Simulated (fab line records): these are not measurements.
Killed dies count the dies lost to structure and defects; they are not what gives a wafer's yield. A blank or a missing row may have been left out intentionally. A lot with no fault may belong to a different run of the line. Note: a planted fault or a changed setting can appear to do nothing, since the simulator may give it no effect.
fab line records	flow nand-harc	part 1 of 2: steps 1 to 30 of 43
[record] lots = 5	wafers = 15	last-day = 24
route steps=1159 shown P_GATE@159
lots that met no fault: taken from a fault-free run of the same line
start-h: start of the lot's first displayed wafer, in hours after the record's first day	wait-h: hours elapsed since this lot's preceding step	" unchanged from the row above	L1.1+2: one row covering several wafers at once	- no value present, or no start provided	* or withheld: withheld	< > ~ a bound
route shown NAME@n: a module of which the file shows steps, and the number in the route of the first	usual: mean and standard deviation over wafers with no fault	same: alike in all rows	chamber/n: place in a boat	sites: the reading at each site	_std_site: standard deviation across them	_edge_site: mean of outer sites minus mean of inner sites	radius-mm: how far each site lies from the wafer's centre	mask NAME#n: copy n	behind: the last tool/chamber to shape the wafer	hold: reason for holding the lot/hours on hold/outcome of the hold	device: the n, p or np transistor that did not switch	end of line: the route-end tests of the same wafers	a step given without rows: its recipe and nothing more	killed: dies lost to structure and defects at the first sort, not the wafer's yield	map: a wafer's dies, marking killed ones x, the rest . and places with no die _
set.NAME: the run value of the setting; set.NAME@STEP: its run value at that earlier step	model.NAME: the simulator's own value behind a step, which no gauge read
lots seen at some steps along the route; tables by step, rows by wafer
services: the hour from which a tool's chamber was out of use, counted from the record's first day as start-h (under 0 if before that day), plus the number of hours and why
[[steps]]
[step NHARC_P_GATE_SRD_98]
lot.wafer	tool	chamber	start-h	wait-h
L084.4+5+2	wet-bench-07	5,6,0	-	-
L087.4+1+3	wet-bench-03	3,4,5	-	-
L094.3+4+2	wet-bench-07	2,3,4	-	-
L096.3+1+5	wet-bench-04	4,5,6	-	-
L097.3+6+5	wet-bench-04	4,5,6	-	-
[step NHARC_P_GATE_PRECLEAN_99]
[recipe] time-s = *	temp-c = 50	bath-age-min = 0	chemistry = SC1
[usual] bath-heat-duty-pct = 7.3/0.87
lot.wafer	tool	chamber	start-h	wait-h	bath-heat-duty-pct
L084.4	wet-bench-07	5	-	-	6.4
L084.5	"	6	"	"	6.6
L084.2	"	0	"	"	6.4
L087.4	wet-bench-03	3	-	-	7.6
L087.1	"	4	"	"	6.6
L087.3	"	5	"	"	7.3
L094.3	wet-bench-07	2	-	-	6.4
L094.4	"	3	"	"	7.8
L094.2	"	4	"	"	7.0
L096.3	wet-bench-04	4	-	-	7.5
L096.1	"	5	"	"	8.5
L096.5	"	6	"	"	6.3
L097.3	wet-bench-04	4	-	-	7.8
L097.6	"	5	"	"	8.6
L097.5	"	6	"	"	6.5
[step NHARC_P_GATE_SRD_100]
lot.wafer	tool	chamber	start-h	wait-h
L084.4+5+2	wet-bench-07	5,6,0	-	-
L087.4+1+3	wet-bench-03	3,4,5	-	-
L094.3+4+2	wet-bench-07	2,3,4	-	-
L096.3+1+5	wet-bench-04	4,5,6	-	-
L097.3+6+5	wet-bench-04	4,5,6	-	-
[step NHARC_P_GATE_DEHYDRATE_38]
[recipe] temp-c = 150	time-s = 120
[usual] heater-power-total-W = 182.3/1.2
lot.wafer	tool	chamber	start-h	wait-h	heater-power-total-W
L084.2	litho-track-03	0	166.81	-	183.3
L084.4	"	0	"	"	184.0
L084.5	"	0	"	"	180.8
L087.1	litho-track-02	0	185.84	-	184.2
L087.3	"	0	"	"	181.0
L087.4	"	0	"	"	183.6
L094.2	litho-track-02	0	222.02	-	183.0
L094.3	"	0	"	"	180.8
L094.4	"	0	"	"	184.9
L096.1	litho-track-05	0	230.00	-	183.9
L096.3	"	0	"	"	184.8
L096.5	"	0	"	"	181.5
L097.3	litho-track-02	0	233.90	-	181.2
L097.5	"	0	"	"	180.6
L097.6	"	0	"	"	181.0
[step NHARC_P_GATE_HMDS_39]
[recipe] time-s = 30
lot.wafer	tool	chamber	start-h	wait-h
L084.2+4+5	litho-track-03	0	-	-
L087.1+3+4	litho-track-02	0	-	-
L094.2+3+4	litho-track-02	0	-	-
L096.1+3+5	litho-track-05	0	-	-
L097.3+5+6	litho-track-02	0	-	-
[step NHARC_P_GATE_COAT_40]
[recipe] spin-rpm = 3000
lot.wafer	tool	chamber	start-h	wait-h
L084.2+4+5	litho-track-03	0	-	-
L087.1+3+4	litho-track-02	0	-	-
L094.2+3+4	litho-track-02	0	-	-
L096.1+3+5	litho-track-05	0	-	-
L097.3+5+6	litho-track-02	0	-	-
[step NHARC_P_GATE_SOFTBAKE_41]
[recipe] temp-c = 122	time-s = 95
[usual] heater-power-total-W = 160.0/0.49
lot.wafer	tool	chamber	start-h	wait-h	heater-power-total-W
L084.2	litho-track-03	0	-	-	159.8
L084.4	"	0	"	"	160.5
L084.5	"	0	"	"	159.3
L087.1	litho-track-02	0	-	-	160.6
L087.3	"	0	"	"	160.6
L087.4	"	0	"	"	160.6
L094.2	litho-track-02	0	-	-	160.3
L094.3	"	0	"	"	160.4
L094.4	"	0	"	"	159.9
L096.1	litho-track-05	0	-	-	159.8
L096.3	"	0	"	"	159.9
L096.5	"	0	"	"	159.9
L097.3	litho-track-02	0	-	-	159.1
L097.5	"	0	"	"	160.0
L097.6	"	0	"	"	159.3
[step NHARC_P_GATE_EBR_42]
lot.wafer	tool	chamber	start-h	wait-h
L084.2+4+5	litho-track-03	0	-	-
L087.1+3+4	litho-track-02	0	-	-
L094.2+3+4	litho-track-02	0	-	-
L096.1+3+5	litho-track-05	0	-	-
L097.3+5+6	litho-track-02	0	-	-
[step NHARC_P_GATE_EXPOSE_43]
[recipe] na = 0.6	target-cd-nm = 720	dose-mj = 14.81	mask-id = P_NSD
[same] na = 0.6
lot.wafer	tool	chamber	start-h	wait-h	mask
L084.2+4+5	krf-scanner-04	0	167.08	-	P_NSD#0
L087.1+3+4	krf-scanner-03	0	186.11	-	P_NSD#0
L094.2+3+4	krf-scanner-03	0	222.17	-	P_NSD#0
L096.1+3+5	krf-scanner-03	0	230.27	-	P_NSD#0
L097.3+5+6	krf-scanner-04	0	234.18	-	P_NSD#0
[step NHARC_P_GATE_PEB_44]
[recipe] peb-temp-c = 118	peb-time-s = 85
[usual] heater-power-total-W = 163.99/0.28
lot.wafer	tool	chamber	start-h	wait-h	heater-power-total-W
L084.2	litho-track-05	0	167.15	0.1	163.70
L084.4	"	0	"	"	163.57
L084.5	"	0	"	"	163.94
L087.1	litho-track-02	0	186.18	0.1	163.68
L087.3	"	0	"	"	164.18
L087.4	"	0	"	"	163.71
L094.2	litho-track-03	0	222.23	0.1	163.62
L094.3	"	0	"	"	163.63
L094.4	"	0	"	"	164.05
L096.1	litho-track-03	0	230.34	0.1	164.25
L096.3	"	0	"	"	163.57
L096.5	"	0	"	"	163.60
L097.3	litho-track-03	0	234.24	0.1	164.31
L097.5	"	0	"	"	164.26
L097.6	"	0	"	"	163.72
[step NHARC_P_GATE_DEVELOP_45]
[recipe] time-s = 70
lot.wafer	tool	chamber	start-h	wait-h
L084.2+4+5	litho-track-05	0	-	-
L087.1+3+4	litho-track-02	0	-	-
L094.2+3+4	litho-track-03	0	-	-
L096.1+3+5	litho-track-03	0	-	-
L097.3+5+6	litho-track-03	0	-	-
[step NHARC_P_GATE_CD_MEAS_46]
[recipe] target-cd-nm = 720	landing-energy-ev = 500
[usual] cd-nm = 719.8/1.8
lot.wafer	tool	chamber	start-h	wait-h	cd-nm
L084.2	cd-sem-01	0	167.24	-	720.5
L084.4	"	0	"	"	719.2
L084.5	"	0	"	"	719.8
L087.1	cd-sem-02	0	186.27	-	722.4
L087.3	"	0	"	"	720.8
L087.4	"	0	"	"	721.5
L094.2	cd-sem-03	0	222.33	-	719.4
L094.3	"	0	"	"	719.0
L094.4	"	0	"	"	718.8
L096.1	cd-sem-03	0	230.43	-	716.2
L096.3	"	0	"	"	717.0
L096.5	"	0	"	"	717.8
L097.3	cd-sem-01	0	234.33	-	717.1
L097.5	"	0	"	"	718.1
L097.6	"	0	"	"	718.6
[step NHARC_P_GATE_HARDBAKE_47]
[recipe] temp-c = 125	time-s = 80
[usual] heater-power-total-W = 184.0/0.74
lot.wafer	tool	chamber	start-h	wait-h	heater-power-total-W
L084.2	litho-track-03	0	167.32	-	183.6
L084.4	"	0	"	"	184.9
L084.5	"	0	"	"	184.2
L087.1	litho-track-05	0	186.35	-	184.2
L087.3	"	0	"	"	184.8
L087.4	"	0	"	"	183.7
L094.2	litho-track-03	0	222.41	-	184.6
L094.3	"	0	"	"	184.8
L094.4	"	0	"	"	184.3
L096.1	litho-track-03	0	230.52	-	184.3
L096.3	"	0	"	"	183.9
L096.5	"	0	"	"	184.8
L097.3	litho-track-03	0	234.41	-	182.8
L097.5	"	0	"	"	185.0
L097.6	"	0	"	"	185.0
[step NHARC_P_GATE_DESCUM_48]
[recipe] time-s = 3	o2-flow-sccm = 200	ar-flow-sccm = 0	bias-power-w = 0	chemistry = O2
[usual] drypump-motor-current-A = 5.9/0.42	oes-product-au = 1.002/0.0073	rf-vpp-V = 57.8/0.81	showerhead-plenum-p-Torr = 1.90/0.077	throttle-valve-pct = 11.310/0.0087
lot.wafer	tool	chamber	start-h	wait-h	drypump-motor-current-A	oes-product-au	rf-hours-counter-h	rf-vpp-V	showerhead-plenum-p-Torr	throttle-valve-pct
L084.2	rie-diel-08	2	167.41	-	5.7	1.013	12	57.4	1.80	11.310
L084.4	"	3	"	"	4.9	1.011	11	57.0	1.82	11.307
L084.5	"	1	"	"	5.8	1.010	-	57.5	1.92	11.321
L087.3	rie-diel-12	2	186.45	-	5.1	0.991	55	58.3	1.84	11.294
L087.4	"	3	"	"	5.7	1.007	52	58.2	1.92	11.328
L087.1	"	0	"	"	6.1	1.010	57	58.6	2.02	11.301
L094.4	rie-diel-12	3	222.48	-	5.7	1.010	3	58.1	1.92	11.315
L094.3	"	1	"	"	6.0	1.007	2	57.8	1.90	11.309
L094.2	"	2	"	"	5.1	0.988	2	56.9	1.84	11.308
L096.1	rie-diel-08	2	230.62	-	5.7	1.008	33	58.3	1.79	11.303
L096.3	"	0	"	"	6.0	0.997	35	57.8	1.99	11.320
L096.5	"	2	"	"	5.7	1.019	-	57.3	1.79	11.295
L097.3	rie-diel-03	2	234.51	-	6.1	0.994	2	57.1	1.79	11.310
L097.6	"	0	"	"	6.0	1.003	-	58.7	1.90	11.312
L097.5	"	1	"	"	5.7	1.008	-	58.2	2.01	11.311
[step NHARC_P_GATE_IMPLANT_49]
[recipe] energy-kev = 30	dose-cm2 = 3e+15	tilt-deg = 7
[usual] beam-energy-keV = 29.999/0.0089	faraday-current-uA = 11606/1400
[same] implant-ion-amu = 75
lot.wafer	tool	chamber	start-h	wait-h	beam-energy-keV	faraday-current-uA
L084.2	implanter-01	0	167.58	0.2	30.011	12825
L084.4	"	0	"	"	30.000	12977
L084.5	"	0	"	"	29.987	13228
L087.1	implanter-02	0	186.58	0.1	30.006	9853
L087.3	"	0	"	"	30.006	10006
L087.4	"	0	"	"	29.991	10341
L094.2	implanter-02	0	222.66	0.1	30.000	10214
L094.3	"	0	"	"	29.991	10365
L094.4	"	0	"	"	29.978	10163
L096.1	implanter-01	0	230.79	0.2	30.002	12635
L096.3	"	0	"	"	30.001	13232
L096.5	"	0	"	"	30.007	12483
L097.3	implanter-02	0	234.69	0.2	30.003	9855
L097.5	"	0	"	"	30.013	10031
L097.6	"	0	"	"	29.995	9820
[step NHARC_P_GATE_STRIP_111]
[recipe] power-w = 1500	temp-c = 110	time-s = 250	chemistry = N2/H2
[usual] drypump-motor-current-A = 5.6/0.42	heater-power-w = 81/7.2
lot.wafer	tool	chamber	start-h	wait-h	drypump-motor-current-A	heater-power-w	rf-hours-counter-h
L084.2	plasma-asher-02	1	168.05	0.4	6.0	71	58
L084.4	"	1	"	"	6.0	72	-
L084.5	"	1	"	"	6.0	76	-
L087.1	plasma-asher-01	0	186.91	0.3	6.0	93	27
L087.3	"	1	"	"	5.3	87	-
L087.4	"	0	"	"	6.0	93	-
L094.2	plasma-asher-01	0	222.85	0.2	6.0	92	40
L094.4	"	0	"	"	6.0	91	-
L094.3	"	1	"	"	5.3	88	-
L096.1	plasma-asher-02	0	231.07	0.2	5.1	72	13
L096.3	"	1	"	"	6.0	75	-
L096.5	"	0	"	"	5.1	74	-
L097.3	plasma-asher-02	0	235.07	0.3	5.1	75	-
L097.6	"	1	"	"	6.0	73	-
L097.5	"	0	"	"	5.1	74	-
[step NHARC_P_GATE_STRIP_75]
[recipe] power-w = 1500	temp-c = 250	chemistry = O2
[usual] drypump-motor-current-A = 5.6/0.43	heater-power-w = 304/27
lot.wafer	tool	chamber	start-h	wait-h	drypump-motor-current-A	heater-power-w	rf-hours-counter-h
L084.2	plasma-asher-02	1	168.32	0.2	6.0	280	58
L084.4	"	1	"	"	6.0	279	-
L084.5	"	1	"	"	6.0	279	-
L087.1	plasma-asher-01	0	187.17	0.2	6.0	335	27
L087.3	"	1	"	"	5.3	329	-
L087.4	"	0	"	"	6.0	337	-
L094.2	plasma-asher-01	0	223.15	0.3	6.1	345	40
L094.4	"	0	"	"	6.1	334	-
L094.3	"	1	"	"	5.3	329	-
L096.1	plasma-asher-02	0	231.33	0.2	5.1	284	13
L096.3	"	1	"	"	6.0	283	-
L096.5	"	0	"	"	5.1	278	-
L097.3	plasma-asher-02	0	235.25	0.1	5.1	282	-
L097.6	"	1	"	"	6.0	271	-
L097.5	"	0	"	"	5.1	285	-
[step NHARC_P_GATE_STRIP_50]
[recipe] time-s = 900	temp-c = 130	chemistry = SPM
[usual] bath-heat-duty-pct = 15.2/1.9
lot.wafer	tool	chamber	start-h	wait-h	bath-heat-duty-pct
L084.2	wet-bench-03	0	168.46	0.1	19.8
L084.5	"	1	"	"	12.5
L084.4	"	4	"	"	15.2
L087.3	wet-bench-04	5	187.31	0.1	19.2
L087.4	"	6	"	"	14.4
L087.1	"	2	"	"	15.0
L094.2	wet-bench-07	3	223.30	0.1	15.4
L094.4	"	7	"	"	16.0
L094.3	"	0	"	"	14.8
L096.5	wet-bench-03	0	231.47	0.1	16.1
L096.3	"	1	"	"	12.7
L096.1	"	4	"	"	14.7
L097.3	wet-bench-03	3	235.37	0.1	15.8
L097.6	"	7	"	"	17.4
L097.5	"	0	"	"	18.9
[step NHARC_P_GATE_DEHYDRATE_51]
[recipe] temp-c = 150	time-s = 120
[usual] heater-power-total-W = 182.5/1.3
lot.wafer	tool	chamber	start-h	wait-h	heater-power-total-W
L084.2	litho-track-03	0	168.82	-	184.3
L084.4	"	0	"	"	182.0
L084.5	"	0	"	"	184.2
L087.1	litho-track-02	0	187.66	-	180.9
L087.3	"	0	"	"	183.9
L087.4	"	0	"	"	180.6
L094.2	litho-track-03	0	223.65	-	182.1
L094.3	"	0	"	"	181.1
L094.4	"	0	"	"	183.3
L096.1	litho-track-02	0	231.82	-	180.4
L096.3	"	0	"	"	182.8
L096.5	"	0	"	"	184.0
L097.3	litho-track-02	0	235.72	-	182.0
L097.5	"	0	"	"	181.8
L097.6	"	0	"	"	181.1
[step NHARC_P_GATE_HMDS_52]
[recipe] time-s = 30
lot.wafer	tool	chamber	start-h	wait-h
L084.2+4+5	litho-track-03	0	-	-
L087.1+3+4	litho-track-02	0	-	-
L094.2+3+4	litho-track-03	0	-	-
L096.1+3+5	litho-track-02	0	-	-
L097.3+5+6	litho-track-02	0	-	-
[step NHARC_P_GATE_COAT_53]
[recipe] spin-rpm = 3000
lot.wafer	tool	chamber	start-h	wait-h
L084.2+4+5	litho-track-03	0	-	-
L087.1+3+4	litho-track-02	0	-	-
L094.2+3+4	litho-track-03	0	-	-
L096.1+3+5	litho-track-02	0	-	-
L097.3+5+6	litho-track-02	0	-	-
[step NHARC_P_GATE_SOFTBAKE_54]
[recipe] temp-c = 122	time-s = 95
[usual] heater-power-total-W = 160.1/0.46
lot.wafer	tool	chamber	start-h	wait-h	heater-power-total-W
L084.2	litho-track-03	0	-	-	160.5
L084.4	"	0	"	"	159.2
L084.5	"	0	"	"	159.3
L087.1	litho-track-02	0	-	-	160.2
L087.3	"	0	"	"	160.3
L087.4	"	0	"	"	160.0
L094.2	litho-track-03	0	-	-	160.6
L094.3	"	0	"	"	160.4
L094.4	"	0	"	"	160.4
L096.1	litho-track-02	0	-	-	159.9
L096.3	"	0	"	"	159.6
L096.5	"	0	"	"	160.0
L097.3	litho-track-02	0	-	-	159.9
L097.5	"	0	"	"	160.7
L097.6	"	0	"	"	160.7
[step NHARC_P_GATE_EBR_55]
lot.wafer	tool	chamber	start-h	wait-h
L084.2+4+5	litho-track-03	0	-	-
L087.1+3+4	litho-track-02	0	-	-
L094.2+3+4	litho-track-03	0	-	-
L096.1+3+5	litho-track-02	0	-	-
L097.3+5+6	litho-track-02	0	-	-
[step NHARC_P_GATE_EXPOSE_56]
[recipe] na = 0.6	target-cd-nm = 720	dose-mj = 14.81	mask-id = P_PSD
[same] na = 0.6
lot.wafer	tool	chamber	start-h	wait-h	mask
L084.2+4+5	krf-scanner-02	0	169.10	-	P_PSD#0
L087.1+3+4	krf-scanner-02	0	187.92	-	P_PSD#0
L094.2+3+4	krf-scanner-02	0	223.93	-	P_PSD#0
L096.1+3+5	krf-scanner-02	0	232.09	-	P_PSD#0
L097.3+5+6	krf-scanner-02	0	235.87	-	P_PSD#0
[step NHARC_P_GATE_PEB_57]
[recipe] peb-temp-c = 118	peb-time-s = 85
[usual] heater-power-total-W = 163.98/0.28
lot.wafer	tool	chamber	start-h	wait-h	heater-power-total-W
L084.2	litho-track-03	0	169.17	0.1	163.66
L084.4	"	0	"	"	163.66
L084.5	"	0	"	"	163.56
L087.1	litho-track-02	0	188.00	0.1	164.10
L087.3	"	0	"	"	163.84
L087.4	"	0	"	"	164.21
L094.2	litho-track-05	0	223.99	0.1	164.15
L094.3	"	0	"	"	163.60
L094.4	"	0	"	"	163.70
L096.1	litho-track-03	0	232.15	0.1	163.71
L096.3	"	0	"	"	163.63
L096.5	"	0	"	"	164.03
L097.3	litho-track-05	0	235.93	0.1	164.25
L097.5	"	0	"	"	163.70
L097.6	"	0	"	"	164.50
[step NHARC_P_GATE_DEVELOP_58]
[recipe] time-s = 70
lot.wafer	tool	chamber	start-h	wait-h
L084.2+4+5	litho-track-03	0	-	-
L087.1+3+4	litho-track-02	0	-	-
L094.2+3+4	litho-track-05	0	-	-
L096.1+3+5	litho-track-03	0	-	-
L097.3+5+6	litho-track-05	0	-	-
[step NHARC_P_GATE_CD_MEAS_59]
[recipe] target-cd-nm = 720	landing-energy-ev = 500
[usual] cd-nm = 719.5/1.4
lot.wafer	tool	chamber	start-h	wait-h	cd-nm
L084.2	cd-sem-01	0	169.26	-	718.8
L084.4	"	0	"	"	719.9
L084.5	"	0	"	"	719.1
L087.1	cd-sem-02	0	188.09	-	717.5
L087.3	"	0	"	"	718.5
L087.4	"	0	"	"	717.9
L094.2	cd-sem-03	0	224.08	-	719.7
L094.3	"	0	"	"	722.0
L094.4	"	0	"	"	720.9
L096.1	cd-sem-01	0	232.25	-	722.2
L096.3	"	0	"	"	721.4
L096.5	"	0	"	"	721.4
L097.3	cd-sem-03	0	236.02	-	719.5
L097.5	"	0	"	"	718.4
L097.6	"	0	"	"	718.2
[step NHARC_P_GATE_HARDBAKE_60]
[recipe] temp-c = 125	time-s = 80
[usual] heater-power-total-W = 183.9/0.67
lot.wafer	tool	chamber	start-h	wait-h	heater-power-total-W
L084.2	litho-track-05	0	169.34	-	183.9
L084.4	"	0	"	"	184.4
L084.5	"	0	"	"	183.4
L087.1	litho-track-05	0	188.16	-	184.8
L087.3	"	0	"	"	183.9
L087.4	"	0	"	"	185.0
L094.2	litho-track-03	0	224.16	-	184.7
L094.3	"	0	"	"	183.3
L094.4	"	0	"	"	184.6
L096.1	litho-track-02	0	232.32	-	184.0
L096.3	"	0	"	"	184.8
L096.5	"	0	"	"	184.4
L097.3	litho-track-02	0	236.10	-	185.0
L097.5	"	0	"	"	185.0
L097.6	"	0	"	"	184.7
[step NHARC_P_GATE_DESCUM_61]
[recipe] time-s = 3	o2-flow-sccm = 200	ar-flow-sccm = 0	bias-power-w = 0	chemistry = O2
[usual] drypump-motor-current-A = 5.8/0.45	oes-product-au = 1.004/0.0074	rf-vpp-V = 57.6/0.89	showerhead-plenum-p-Torr = 1.90/0.077	throttle-valve-pct = 11.312/0.0084
lot.wafer	tool	chamber	start-h	wait-h	drypump-motor-current-A	oes-product-au	rf-hours-counter-h	rf-vpp-V	showerhead-plenum-p-Torr	throttle-valve-pct
L084.2	rie-diel-12	3	169.42	-	5.7	1.012	51	57.6	1.92	11.310
L084.4	"	0	"	"	6.1	1.005	50	58.1	2.02	11.303
L084.5	"	3	"	"	5.7	0.998	-	57.9	1.92	11.307
L087.4	rie-diel-08	3	188.26	-	4.9	1.012	19	57.6	1.82	11.315
L087.3	"	0	"	"	6.0	1.004	19	57.7	1.99	11.324
L087.1	"	1	"	"	5.8	1.003	19	57.8	1.92	11.302
L094.3	rie-diel-12	3	224.25	-	5.7	1.006	3	57.7	1.92	11.307
L094.4	"	0	"	"	6.1	1.006	3	57.6	2.02	11.319
L094.2	"	1	"	"	6.1	0.996	3	57.1	1.90	11.312
L096.1	rie-diel-12	0	232.44	-	6.1	1.003	6	57.7	2.02	11.303
L096.3	"	1	"	"	6.0	1.016	7	58.0	1.89	11.326
L096.5	"	2	"	"	5.1	0.994	-	57.5	1.83	11.307
L097.3	rie-diel-03	2	236.19	-	6.2	0.993	2	58.1	1.79	11.317
L097.5	"	1	"	"	5.7	1.006	-	58.1	2.01	11.316
L097.6	"	2	"	"	6.2	0.998	-	56.4	1.79	11.306
[step NHARC_P_GATE_IMPLANT_62]
[recipe] energy-kev = 20	dose-cm2 = 3e+15	tilt-deg = 7
[usual] beam-energy-keV = 20.001/0.0067	faraday-current-uA = 11752/1500
[same] implant-ion-amu = 49
lot.wafer	tool	chamber	start-h	wait-h	beam-energy-keV	faraday-current-uA
L084.2	implanter-01	0	169.62	0.2	19.995	12787
L084.4	"	0	"	"	20.002	12834
L084.5	"	0	"	"	19.991	13208
L087.1	implanter-02	0	188.39	0.1	20.017	10132
L087.3	"	0	"	"	20.010	10309
L087.4	"	0	"	"	20.009	10080
L094.2	implanter-01	0	224.42	0.1	19.990	12665
L094.3	"	0	"	"	19.995	12860
L094.4	"	0	"	"	19.992	12959
L096.1	implanter-02	0	232.56	0.1	19.994	10153
L096.3	"	0	"	"	20.006	10056
L096.5	"	0	"	"	20.000	10043
L097.3	implanter-02	0	236.38	0.2	19.993	10119
L097.5	"	0	"	"	20.005	10031
L097.6	"	0	"	"	20.004	9964
